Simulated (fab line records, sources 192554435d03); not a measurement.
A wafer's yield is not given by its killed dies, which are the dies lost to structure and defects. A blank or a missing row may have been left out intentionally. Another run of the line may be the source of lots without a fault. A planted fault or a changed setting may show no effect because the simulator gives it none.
The tool behind it: which one?    flow n5 finfet    36 wafers from 12 lots sampled at 4 of the route's 1938 steps

== WHAT EACH GAUGE READ, for each wafer ==
N5_BEOL_M3_CD_MEAS_11: target cd 17.05 nm.
lot   measured      on         cd nm (nm)
L075  day 7 04:12   cd sem-02  17.30 17.20 16.65
L077  day 7 20:38   cd sem-02  17.25 17.07 17.02
L079  day 8 10:07   cd sem-02  17.26 17.11 17.21
L081  day 8 23:31   cd sem-01  16.73 17.06 17.27
L084  day 9 04:16   cd sem-02  17.24 16.98 17.31
L085  day 9 16:52   cd sem-03  17.36 16.96 17.20
L088  day 10 13:58  cd sem-02  16.94 16.66 16.84
L089  day 10 17:14  cd sem-02  16.87 16.84 16.90
L092  day 11 06:04  cd sem-02  17.65 17.05 17.14
L093  day 11 15:35  cd sem-01  17.10 16.81 17.08
L095  day 12 18:44  cd sem-03  17.10 16.93 16.91
L097  day 13 00:37  cd sem-02  17.26 17.15 17.27

== EACH LOT AND THE TOOL THAT RAN IT (in order: tool; ch and the chambers of the sampled wafers; start) ==
lot   N5_BEOL_M2_SURFACE_TREAT_85   N5_BEOL_M2_ANNEAL_89          N5_BEOL_M2_DEP_57
L075  pvd sputter-02, day 6 22:35   pvd sputter-01, day 7 00:13   pecvd-02 ch 0,1,2, day 7 02:00
L077  pvd sputter-03, day 7 16:02   pvd sputter-01, day 7 17:23   pecvd-02 ch 0,1, day 7 19:11
L079  pvd sputter-01, day 8 04:13   pvd sputter-03, day 8 05:35   pecvd-04 ch 0,1,2, day 8 07:22
L081  pvd sputter-01, day 8 17:46   pvd sputter-01, day 8 19:05   pecvd-02 ch 0,2, day 8 21:35
L084  pvd sputter-01, day 9 00:23   pvd sputter-02, day 9 01:34   pecvd-04 ch 0,2, day 9 03:23
L085  pvd sputter-03, day 9 11:44   pvd sputter-01, day 9 14:03   pecvd-02 ch 0,2, day 9 15:51
L088  pvd sputter-01, day 10 09:50  pvd sputter-03, day 10 11:01  pecvd-04 ch 1,2, day 10 12:52
L089  pvd sputter-01, day 10 13:31  pvd sputter-03, day 10 14:42  pecvd-04 ch 0, day 10 16:31
L092  pvd sputter-02, day 11 01:52  pvd sputter-01, day 11 03:02  pecvd-04 ch 0,1,2, day 11 04:51
L093  pvd sputter-02, day 11 11:47  pvd sputter-01, day 11 13:03  pecvd-01 ch 0,1,2, day 11 14:51
L095  pvd sputter-03, day 12 13:13  pvd sputter-03, day 12 14:32  pecvd-04 ch 0,1, day 12 16:19
L097  pvd sputter-02, day 12 19:07  pvd sputter-03, day 12 20:41  pecvd-01 ch 1,2, day 12 22:35
- N5_BEOL_M2_SURFACE_TREAT_85
- N5_BEOL_M2_ANNEAL_89: time 240 s.
- N5_BEOL_M2_DEP_57: deposits SiCN from 3MS/NH3, target thk 8 nm, time 14 s.

== THE ANSWER, worked out from the rows above alone ==
Rule: the usual values come from the lots themselves. Put in order of their means at a reading, lots are off if they are a third of the lots or fewer, leave a main group of 4 or more, and stand apart from it by a gap of 3 or more times the standard deviation of the main group's means; of several such gaps the widest counts. Not used: any main group whose means are identical at the precision the tables above print for the reading. A lot without any number at a reading at which 4 lots or more have one is off too. All remaining lots with rows at the step are treated as sound.
None of the lots is off at any reading shown; this tells nothing.

== WHAT THE SIMULATOR HAD INSERTED ==
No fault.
